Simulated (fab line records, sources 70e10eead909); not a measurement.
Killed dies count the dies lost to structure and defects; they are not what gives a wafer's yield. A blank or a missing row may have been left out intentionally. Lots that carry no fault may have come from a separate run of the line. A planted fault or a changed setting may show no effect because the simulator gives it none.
Matching of chambers	flow nand-harc	NHARC_A_CHANNEL_FILL_D2_ETCHBACK_20 on rie-diel-13: 4 sister chambers
The step etches the open film in C4F8/O2/Ar, target depth 27 nm, time 13.5 s. 7 wafers are shown with their chamber, then 9 later ones without.

WAFERS, EACH WITH ITS CHAMBER
wafer	chamber	rf-vpp-V (V)	chamber-pressure-mTorr (mTorr)
L226.6	1	987	24.978
L228.1	2	976	25.040
L228.2	0	979	25.003
L228.5	0	981	25.015
L233.1	3	975	25.010
L233.5	3	972	25.027
L233.6	1	985	25.028

WAFERS WHOSE CHAMBER IS MISSING
wafer	rf-vpp-V (V)	chamber-pressure-mTorr (mTorr)
L235.1	973	24.994
L235.2	977	24.987
L235.4	979	25.006
L242.1	974	25.007
L242.2	988	25.000
L242.5	977	25.028
L244.2	978	24.998
L244.3	987	25.021
L244.6	978	24.988

THE CHAMBER EACH PASSED THROUGH
wafer	from the rows above	in truth
L235.1	can't be placed: 3 or 2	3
L235.2	can't be placed: 0 or 2 or 3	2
L235.4	can't be placed: 0 or 2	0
L242.1	can't be placed: 3 or 2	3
L242.2	1	1
L242.5	can't be placed: 2 or 0 or 3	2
L244.2	can't be placed: 0 or 2 or 3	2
L244.3	1	1
L244.6	can't be placed: 0 or 2 or 3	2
Placed correctly: 2 of 9. Cannot be placed on the basis of these rows: 7; the candidates contain the true chamber in 7. 0 placed wrongly.
How it was worked out, from the rows above alone: a wafer's distance from a chamber is the root of the sum, over the readings, of the square of ((its reading less the chamber's mean) divided by the reading's scatter). The wafer belongs to the nearest chamber; if the next one is less than 2 further off, it can't be placed. Each chamber's mean is taken over the wafers shown for it. The scatter: the root of (the sum of the squares of (reading less its chamber's mean) over the shown wafers, divided by (wafers less chambers)).
